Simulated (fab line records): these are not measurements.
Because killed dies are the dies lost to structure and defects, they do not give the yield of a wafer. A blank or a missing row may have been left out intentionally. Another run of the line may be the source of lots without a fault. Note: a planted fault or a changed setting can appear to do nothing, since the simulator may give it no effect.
Comparing a struck lot with a sound one :: flow n5 finfet :: 38 steps out of a route of 1938
Sound: wafers L525.2, L525.4, L525.6. Wafers struck: L529.1, L529.4. The cause is named last.
For every step that has rows: the tool of each side, followed by ch and its chambers, followed by its first start. Under that, the readings that differ: sound wafers :: struck wafers :: difference of the means :: sigmas: that difference in standard deviations of wafers without a fault.
alike: readings with means less than 2 such deviations apart, plus words and numbers identical on both sides. not compared: withheld readings, readings lacking a value on some wafer, bounds such as >300 that could conceal the same value, and numbers that have no deviation in the record and whose values overlap.
The two part at a step that has a row with sigmas, a row that says differs or no value, or rows on one side only. Numbers that don't overlap but have no deviation are shown without sigmas and don't part them. Lack of a reading on every wafer of one side parts them only where that side has two or more wafers.

first, 8 steps without rows for these wafers: N5_BEOL_M2_ECD_50 (material Cu, target thk 300 nm); N5_BEOL_M2_ANNEAL_51 (time 90 s); N5_BEOL_M2_CMP_52 (polishes, stops on SiOC, t overpolish 6.8 s, target thk 40 nm); N5_BEOL_M2_PRE_CLEAN_60 (time 15 s); N5_BEOL_M2_CO_CAP_55 (material Co, precursor CCTBA/H2, target thk 2 nm, time 102.1 s); N5_BEOL_M2_PRE_CLEAN_56 (time 15 s); N5_BEOL_M2_DEP_57 (deposits SiCN from 3MS/NH3, target thk 8 nm, time 14 s); N5_BEOL_M3_ILD_DEP_00 (deposits SiOC from DEMS/O2, target thk 79 nm, time 15.3 s).
N5_BEOL_M3_PECVD_72: deposits SiO2 from TEOS/O2, target thk 16 nm, time 18 s.
  sound on pecvd-03 ch 0,1,2, day 9 20:03; struck on pecvd-03 ch 2, day 10 19:27
reading: model.SiO2_of_BEOL_M3_PECVD_72.thk nm (nm)
sound: 16.2 16.6 16.2
struck: 21.8 22.2
difference: +5.7
sigmas: 
  alike: chamber pressure Torr, heater power w, rf fwd power W, showerhead plenum p Torr, showerhead vpp V, throttle valve pct
then, 25 steps without rows for these wafers: N5_BEOL_M3_HM_DEP_02 (deposits TiN, target thk 20 nm); N5_BEOL_M3_COAT_61 (time 60 s, resist thk 60 nm); N5_BEOL_M3_COAT_62 (time 60 s, resist thk 12 nm); N5_BEOL_M3_COAT_73 (time 60 s, resist thk 5 nm); N5_BEOL_M3_COAT_05 (resist thk 30 nm); N5_BEOL_M3_EBR_07; N5_BEOL_M3_SOFTBAKE_06 (time 60 s); N5_BEOL_M3_EXPOSE_08 (exposes mask M3); N5_BEOL_M3_PEB_09 (peb time 60 s); N5_BEOL_M3_DEVELOP_10 (develop time 30 s); N5_BEOL_M3_DESCUM_16 (chemistry O2, time 7 s); N5_BEOL_M3_ETCH_74 (etches underlayer in N2/H2, target depth 6.5 nm, time 5.2 s); N5_BEOL_M3_ETCH_63 (etches SiARC in CF4, target depth 15.6 nm, time 26 s); N5_BEOL_M3_ETCH_64 (etches SOC in N2/H2, target depth 75 nm, overetch 15 nm, time 112.5 s); N5_BEOL_M3_STRIP_65 (strips in N2/H2); N5_BEOL_M3_STRIP_75 (strips in N2/H2); N5_BEOL_M3_STRIP_66 (strips in CF4); N5_BEOL_M3_HM_OPEN_17 (chemistry Cl2/BCl3, target TiN, target depth 20 nm, overetch 6 nm); N5_BEOL_M3_STRIP_19 (strips in O2); N5_BEOL_M3_COAT_67 (time 60 s, resist thk 60 nm); N5_BEOL_M3_COAT_68 (time 60 s, resist thk 12 nm); N5_BEOL_M3_COAT_76 (time 60 s, resist thk 5 nm); N5_BEOL_M3_COAT_22 (resist thk 30 nm); N5_BEOL_M3_EBR_24; N5_BEOL_M3_SOFTBAKE_23 (time 60 s).
N5_BEOL_M3_HM_STRIP_39: strips TiN in peroxide tin strip, target depth 25 nm, time 158 s.
  sound on wet bench-03 ch 0,2,7, day 10 02:33; struck on wet bench-02 ch 4,6, day 11 02:17
reading: model.SiO2_of_BEOL_M3_PECVD_72.thk nm (nm)
sound: 16 16.4 16
struck: 21.8 22
difference: +5.8
sigmas: 
  alike: bath guard temp C
N5_BEOL_M3_CMP_52: polishes, stops on SiOC, t overpolish 6.8 s, target thk 40 nm.
  sound on cmp-04 ch 0,3, day 10 06:09; struck on cmp-04 ch 2,3, day 11 07:49
reading: barrier field endpoint s (s)
sound: 24.9 24.6 24.9
struck: 32.1 31.7
difference: +7.1
sigmas: +13
  alike: edge zone pressure frac, motor current A, retaining ring pressure frac
  not compared: pad life wafers
N5_BEOL_M4_RC_MEAS_101:
  sound on prober-02 ch 0, day 10 19:34; struck on prober-02 ch 0, day 11 17:53
reading: DIBL_N (mV/V)
sound: 37.9 38.8 37.8
struck: 32.5 36.5
difference: -3.7
sigmas: -2

reading: DIBL_P (mV/V)
sound: 38.5 40.5 39.4
struck: 31.2 35.8
difference: -6.0
sigmas: -3

reading: SS_N (mV/dec)
sound: 71.8 71.7 72.4
struck: 70.0 70.8
difference: -1.6
sigmas: -3

reading: SS_P (mV/dec)
sound: 73.8 74.3 73.5
struck: 71.7 73.2
difference: -1.4
sigmas: -2
  alike: IOFF_N, IOFF_P, ION_N, ION_P, VT_N, VT_P
N5_PASSIVATION_PROBE_49:
  the record holds rows for the sound wafers here (prober-02, day 15 00:59) but none for the struck ones

== WHERE THEY PART ==
At N5_BEOL_M3_CMP_52 first; at N5_PASSIVATION_PROBE_49 last (within this record only).

WHY: what the simulator had put in
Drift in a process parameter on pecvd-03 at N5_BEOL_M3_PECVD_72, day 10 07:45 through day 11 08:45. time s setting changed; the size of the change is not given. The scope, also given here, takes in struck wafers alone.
